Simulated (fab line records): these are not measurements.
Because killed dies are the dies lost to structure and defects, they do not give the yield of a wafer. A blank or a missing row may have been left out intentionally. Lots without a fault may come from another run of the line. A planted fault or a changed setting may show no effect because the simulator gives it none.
fab line records    flow nandHarc
record lots=14  wafers=42  lastDay=25
route steps=1159 shown A_CONTACT@871 THIN_TSV@1102 END@1159
lots that met no fault: taken from a fault-free run of the same line
startH: hours from the record's opening day to when the first of the lot's shown wafers began    waitH: time in hours since the lot's previous step    " identical to the entry in the row above    L1.1+2: several wafers, shown together as one row    - no value, or no start given    * or withheld: withheld    < > ~ a bound
route shown NAME@n: a module of which the file shows steps, and the number in the route of the first    usual: average and standard deviation across the fault-free wafers    same: alike in all rows    chamber/n: place in a boat    sites: readings site by site    _std_site: how widely they spread, as a standard deviation    _edge_site: mean of outer sites minus mean of inner sites    radiusMm: how far each site lies from the wafer's centre    mask NAME#n: copy n    behind: the most recent tool/chamber to have shaped the wafer    hold: why the lot was held/for how many hours/how that ended    device: transistor that didn't switch, given as n, p or np    end of line: the same wafers' tests at the end of the route    for a step that has no rows: nothing shown but its recipe    killed: the dies lost at the first sort to structure and to defects; this is not the yield of the wafer    map: dies across one wafer; x = killed, . = not, _ = none there
set.NAME: the setting the step ran with; set.NAME@STEP: the setting that earlier step ran with    model.NAME: the simulator's own value behind a step, which no gauge read
route steps across a sampled set of lots; one table per step, one row per wafer
services: from which hour (startH, from the record's first day; less than 0 if before it) a tool's chamber was out of use, for how many hours, and why
## steps
# step NHARC_A_CONTACT_ETCH_120
# recipe sourceW=withheld  pressureMtorr=20  biasV=3000  timeS=94  targetDepthA=9220  arFlowSccm=withheld  c4f8FlowSccm=withheld  o2FlowSccm=withheld  chemistry=C4F8/O2/Ar
lot.wafer  tool           chamber  startH  waitH  rfHoursCounterH
L197.1     harCapEtch-02  1        373.34  0.1    9
L197.4     "              1        "       "      -
L197.6     "              1        "       "      -
L196.1     harCapEtch-03  0        373.65  0.1    78
L196.2     "              1        "       "      78
L196.5     "              0        "       "      -
L198.4     harCapEtch-02  0        384.64  0.1    -
L198.3     "              1        "       "      -
L198.5     "              1        "       "      -
L201.1     harCapEtch-03  0        398.31  0.1    84
L201.4     "              1        "       "      -
L201.5     "              1        "       "      -
L202.1     harCapEtch-03  1        411.58  0.1    86
L202.3     "              0        "       "      -
L202.4     "              1        "       "      -
L203.1     harCapEtch-02  0        415.64  0.1    16
L203.3     "              0        "       "      -
L203.6     "              1        "       "      -
L204.2     harCapEtch-02  0        423.38  0.1    17
L204.1     "              1        "       "      17
L204.4     "              0        "       "      -
L205.2     harCapEtch-03  1        425.11  0.1    89
L205.1     "              0        "       "      89
L205.4     "              1        "       "      -
L206.4     harCapEtch-02  1        427.87  0.1    -
L206.5     "              0        "       "      -
L206.6     "              1        "       "      -
L207.1     harCapEtch-01  1        430.11  0.1    65
L207.4     "              0        "       "      -
L207.5     "              1        "       "      -
L215.2     harCapEtch-01  1        492.91  0.1    74
L215.3     "              1        "       "      -
L215.6     "              0        "       "      -
L216.2     harCapEtch-01  0        495.97  0.1    75
L216.4     "              0        "       "      -
L216.5     "              1        "       "      -
L217.3     harCapEtch-02  0        504.29  0.1    -
L217.6     "              1        "       "      -
L217.5     "              0        "       "      -
L219.4     harCapEtch-02  1        514.54  0.1    -
L219.3     "              0        "       "      -
L219.6     "              0        "       "      -
# step NHARC_THIN_TSV_CMP_01
# recipe targetThkUm=3
# usual edgeZonePressureFrac=1.000/0.0041  motorCurrentA=12.0/1.2  retainingRingPressureFrac=0.999/0.0044
lot.wafer  tool    chamber  startH  waitH  edgeZonePressureFrac  motorCurrentA  retainingRingPressureFrac
L197.1     cmp-04  0        432.18  1.0    1.003                 11.1           1.007
L197.4     "       1        "       "      0.994                 14.4           1.005
L197.6     "       0        "       "      1.001                 11.3           0.996
L196.2     cmp-01  1        433.38  0.8    1.002                 11.3           0.991
L196.1     "       2        "       "      1.001                 12.1           0.997
L196.5     "       2        "       "      0.996                 12.2           0.993
L198.3     cmp-04  2        434.61  0.7    0.999                 11.5           0.992
L198.4     "       0        "       "      1.004                 10.5           1.004
L198.5     "       2        "       "      1.000                 11.3           1.006
L201.4     cmp-02  3        453.41  0.5    0.990                 10.3           1.003
L201.1     "       0        "       "      0.998                 10.5           0.993
L201.5     "       1        "       "      1.000                 11.4           0.998
L203.3     cmp-01  2        460.93  0.7    1.008                 13.0           0.991
L203.1     "       3        "       "      1.004                 10.3           0.997
L203.6     "       0        "       "      1.005                 13.2           0.994
L202.1     cmp-02  2        462.08  1.0    1.000                 12.8           0.992
L202.4     "       0        "       "      0.998                 11.1           0.999
L202.3     "       1        "       "      0.998                 11.2           1.002
L204.4     cmp-04  1        478.23  0.4    0.999                 13.6           0.996
L204.1     "       2        "       "      1.003                 11.6           0.996
L204.2     "       3        "       "      1.005                 13.7           1.004
L205.2     cmp-04  1        479.46  0.9    0.994                 13.7           0.999
L205.4     "       2        "       "      0.995                 11.5           0.999
L205.1     "       3        "       "      0.998                 14.5           0.997
L206.4     cmp-01  3        480.71  0.5    1.000                 10.1           0.997
L206.5     "       0        "       "      1.001                 13.3           1.000
L206.6     "       1        "       "      0.995                 12.2           0.995
L207.4     cmp-01  1        489.71  0.4    1.004                 11.9           1.002
L207.1     "       0        "       "      1.003                 13.1           0.998
L207.5     "       2        "       "      0.999                 12.8           1.005
L215.2     cmp-02  1        541.09  0.8    1.003                 11.7           0.999
L215.3     "       2        "       "      1.001                 13.0           0.997
L215.6     "       0        "       "      0.999                 10.8           0.996
L216.2     cmp-04  1        548.77  0.8    0.998                 13.9           1.005
L216.4     "       3        "       "      1.005                 14.3           0.988
L216.5     "       2        "       "      1.004                 12.2           1.002
L217.3     cmp-01  2        557.75  0.7    1.000                 12.8           0.999
L217.5     "       0        "       "      0.999                 12.9           1.002
L217.6     "       1        "       "      1.004                 12.1           0.997
L219.4     cmp-02  1        566.51  0.4    1.000                 12.4           0.992
L219.3     "       0        "       "      1.007                 10.9           0.995
L219.6     "       1        "       "      0.999                 11.4           0.996
# step NHARC_THIN_TSV_THK_MEAS_02
# recipe thkMeasGauge=ir
# usual thkNm=2975/230
lot.wafer  tool          chamber  startH  waitH  thkNm
L197.1     filmMetro-01  -        432.45  -      3319
L197.4     "             -        "       "      3154
L197.6     "             -        "       "      3199
L196.1     filmMetro-02  -        433.64  -      2831
L196.2     "             -        "       "      2821
L196.5     "             -        "       "      2669
L198.3     filmMetro-01  -        434.84  -      2957
L198.4     "             -        "       "      2903
L198.5     "             -        "       "      2524
L201.1     filmMetro-01  -        453.63  -      2783
L201.4     "             -        "       "      3186
L201.5     "             -        "       "      3102
L203.1     filmMetro-02  -        461.14  -      2934
L203.3     "             -        "       "      2710
L203.6     "             -        "       "      3047
L202.1     filmMetro-02  -        462.34  -      3072
L202.3     "             -        "       "      2840
L202.4     "             -        "       "      2924
L204.1     filmMetro-01  -        478.50  -      2905
L204.2     "             -        "       "      2449
L204.4     "             -        "       "      2726
L205.1     filmMetro-02  -        479.70  -      2921
L205.2     "             -        "       "      3029
L205.4     "             -        "       "      2994
L206.4     filmMetro-01  -        480.90  -      3094
L206.5     "             -        "       "      3186
L206.6     "             -        "       "      2831
L207.1     filmMetro-02  -        489.97  -      2976
L207.4     "             -        "       "      3229
L207.5     "             -        "       "      3208
L215.2     filmMetro-02  -        541.33  -      3645
L215.3     "             -        "       "      3163
L215.6     "             -        "       "      3302
L216.2     filmMetro-01  -        549.03  -      2778
L216.4     "             -        "       "      2788
L216.5     "             -        "       "      2791
L217.3     filmMetro-02  -        557.97  0.2    2903
L217.5     "             -        "       "      2871
L217.6     "             -        "       "      2907
L219.3     filmMetro-02  -        566.78  -      3232
L219.4     "             -        "       "      2865
L219.6     "             -        "       "      3064
# step NHARC_END_SORT_01
# recipe tempC=25
# usual killedAtArray=28/11  killedAtOther=0.8/1.1  killedAtPeriphery=3.3/2.8  killedDies=32/11  killedOpen=3.3/1.9  killedShort=1.9/1.4
# same grossDies=677
lot.wafer  tool       chamber  startH  waitH  killedAtArray  killedAtOther  killedAtPeriphery  killedDies  killedOpen  killedShort
L215.2     prober-02  0        569.52  2.8    118            0              0                  118         2           2
L215.3     prober-02  0        570.32  3.1    112            1              2                  115         6           1
L215.6     prober-02  0        572.71  4.0    105            2              2                  109         1           1
L216.2     prober-02  0        577.23  2.7    125            0              1                  126         2           4
L216.4     prober-02  0        578.83  3.4    120            1              2                  123         6           0
L216.5     prober-02  0        579.63  3.7    140            0              2                  142         5           1
# killed by level:class
L215.2 A_CONTACT:unspecified=107 A_CHANNEL_HOLE_D1:chamberFilmFlake=6 A_CHANNEL_FILL_D1:geometricParticle:open=1 A_WL_FILL:geometricParticle:short=1 A_CONTACT:geometricParticle:open=1 A_BLC:geometricParticle:short=1 A_CONTACT:chamberFilmFlake=1
L215.3 A_CONTACT:unspecified=99 A_CHANNEL_HOLE_D1:chamberFilmFlake=6 A_CONTACT:geometricParticle:open=3 P_GATE:geometricParticle:open=2 A_CHANNEL_FILL_D1:geometricParticle:short=1 A_SLIT:geometricParticle:open=1 A_STAIRCASE:chamberFilmFlake=1 THIN_TSV:chamberFilmFlake=1
L215.6 A_CONTACT:unspecified=95 A_CHANNEL_HOLE_D1:chamberFilmFlake=6 A_CONTACT:chamberFilmFlake=2 THIN_TSV:chamberFilmFlake=2 P_CONTACT:geometricParticle:short=1 A_M1:geometricParticle:open=1 P_GATE:chamberFilmFlake=1 A_STAIRCASE:chamberFilmFlake=1
L216.2 A_CONTACT:unspecified=98 A_SLIT:chamberFilmFlake=15 A_CHANNEL_HOLE_D1:chamberFilmFlake=5 A_CONTACT:geometricParticle:short=2 P_CONTACT:geometricParticle:short=1 A_ONON_D1:geometricParticle:open=1 A_CHANNEL_FILL_D1:geometricParticle:open=1 A_SGD_CUT:geometricParticle:short=1
L216.4 A_CONTACT:unspecified=92 A_SLIT:chamberFilmFlake=15 A_CHANNEL_HOLE_D1:chamberFilmFlake=5 A_WL_FILL:chamberFilmFlake=3 A_M0:geometricParticle:open=2 P_STI:geometricParticle:open=1 P_M2:geometricParticle:open=1 A_SOURCE_PLATE:geometricParticle:open=1
L216.5 A_CONTACT:unspecified=105 A_SLIT:chamberFilmFlake=19 A_CHANNEL_HOLE_D1:chamberFilmFlake=7 A_CONTACT:chamberFilmFlake=4 P_CONTACT:geometricParticle:short=1 P_CONTACT:geometricParticle:open=1 A_SOURCE_PLATE:geometricParticle:open=1 A_SGD_CUT:geometricParticle:open=1
## services
tool           chamber  startH  hours  kind
cmp-04         -        357.44  0.5    repair
cmp-01         -        375.50  4.0    pm
cmp-01         -        379.50  -      consumableReplace:conditioner
cmp-01         -        379.50  -      consumableReplace:pad
cmp-04         -        399.11  4.0    pm
cmp-04         -        403.11  -      consumableReplace:conditioner
cmp-04         -        403.11  -      consumableReplace:pad
cmp-04         -        422.64  2.6    repair
cmp-02         -        422.65  4.0    pm
cmp-02         -        426.65  -      consumableReplace:conditioner
cmp-02         -        426.65  -      consumableReplace:pad
cmp-02         -        435.37  0.4    repair
cmp-01         -        473.50  4.0    pm
cmp-01         -        477.50  -      consumableReplace:conditioner
cmp-01         -        477.50  -      consumableReplace:pad
cmp-04         -        497.11  4.0    pm
cmp-04         -        501.11  -      consumableReplace:conditioner
cmp-04         -        501.11  -      consumableReplace:pad
cmp-02         -        505.69  5.4    repair
cmp-02         -        520.77  4.0    pm
cmp-01         -        524.68  0.3    repair
cmp-01         -        526.81  1.2    repair
cmp-01         -        544.18  10.5   repair
harCapEtch-03  -        545.44  17.0   pm
## key
firstSign step=NHARC_END_SORT_01  reading=killedAtArray  direction=up  sigmas=8.4  usual=28  struck=120
effect step=NHARC_END_SORT_01  reading=killedDies  direction=up  sigmas=7.9  usual=32  struck=122
moreKillsBornAt NHARC_A_CONTACT_ETCH_120@harCapEtch-01=593
metAt NHARC_A_CONTACT_ETCH_120
struckLots L215,L216
testerLeftOut L215,L216
notActingAt NHARC_THIN_TSV_CMP_01,NHARC_THIN_TSV_THK_MEAS_02
onsetBetween 430.11 492.91
fault kind=chamberParticleSource  tool=harCapEtch-01  chamber=-  onsetH=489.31  steps=NHARC_A_CONTACT_ETCH_120  ratePerVisitCm2=1.8821  endH=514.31
# testerLeftOut: of these lots the tester's yield and bins aren't shown, on N5 and GAA mostly nor the transistor test; their killed dies are dies lost to structure and defects alone, not to doping, threshold or leakage, so they don't give the yield
